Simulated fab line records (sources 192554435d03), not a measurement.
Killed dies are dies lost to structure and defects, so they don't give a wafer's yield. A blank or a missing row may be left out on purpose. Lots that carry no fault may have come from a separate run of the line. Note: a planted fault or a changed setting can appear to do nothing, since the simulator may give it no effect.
Chamber matching || flow n5-finfet || N5_FIN_SAQP_ALD_61 on ald-sin-04 has 4 sister chambers
The step deposits SiO2, target thk 4 nm, pulse time 1 s, purge time 2 s. 4 wafers are shown with their chamber, then 9 later ones without.

== WAFERS PAIRED WITH THEIR CHAMBERS ==
{"wafer": "L087.1", "chamber": 2, "heater-power-w (W)": 480}
{"wafer": "L087.3", "chamber": 1, "heater-power-w (W)": 499}
{"wafer": "L087.5", "chamber": 0, "heater-power-w (W)": 391}
{"wafer": "L087.6", "chamber": 3, "heater-power-w (W)": 512}

== WAFERS MISSING THEIR CHAMBER ==
{"wafer": "L090.1", "heater-power-w (W)": 512}
{"wafer": "L090.5", "heater-power-w (W)": 472}
{"wafer": "L090.6", "heater-power-w (W)": 503}
{"wafer": "L092.2", "heater-power-w (W)": 394}
{"wafer": "L092.4", "heater-power-w (W)": 500}
{"wafer": "L092.5", "heater-power-w (W)": 507}
{"wafer": "L096.2", "heater-power-w (W)": 513}
{"wafer": "L096.4", "heater-power-w (W)": 489}
{"wafer": "L096.6", "heater-power-w (W)": 488}

== WHICH CHAMBER EACH ONE RAN IN ==
{"wafer": "L090.1", "from the rows above": 3, "in truth": 3}
{"wafer": "L090.5", "from the rows above": 2, "in truth": 2}
{"wafer": "L090.6", "from the rows above": "can't be placed: 1 or 3", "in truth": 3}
{"wafer": "L092.2", "from the rows above": 0, "in truth": 0}
{"wafer": "L092.4", "from the rows above": 1, "in truth": 1}
{"wafer": "L092.5", "from the rows above": "can't be placed: 3 or 1", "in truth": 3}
{"wafer": "L096.2", "from the rows above": 3, "in truth": 3}
{"wafer": "L096.4", "from the rows above": "can't be placed: 2 or 1", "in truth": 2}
{"wafer": "L096.6", "from the rows above": "can't be placed: 2 or 1", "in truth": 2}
Correct placement for 5 of the 9. Unplaceable from these rows: 4, with the true chamber sitting among the candidates in 4. Placed wrongly: 0.
How it was worked out, from the rows above alone: a wafer's distance from a chamber is the root of the sum, over the readings, of the square of ((its reading less the chamber's mean) divided by the reading's scatter). The wafer belongs to the nearest chamber; if the next one is less than 2 further off, it can't be placed. For every chamber, the mean is computed from those of its wafers that are shown. The scatter (one wafer shown for each chamber): square how far every hidden wafer sits from the nearest shown wafer, average those squares and take the square root.
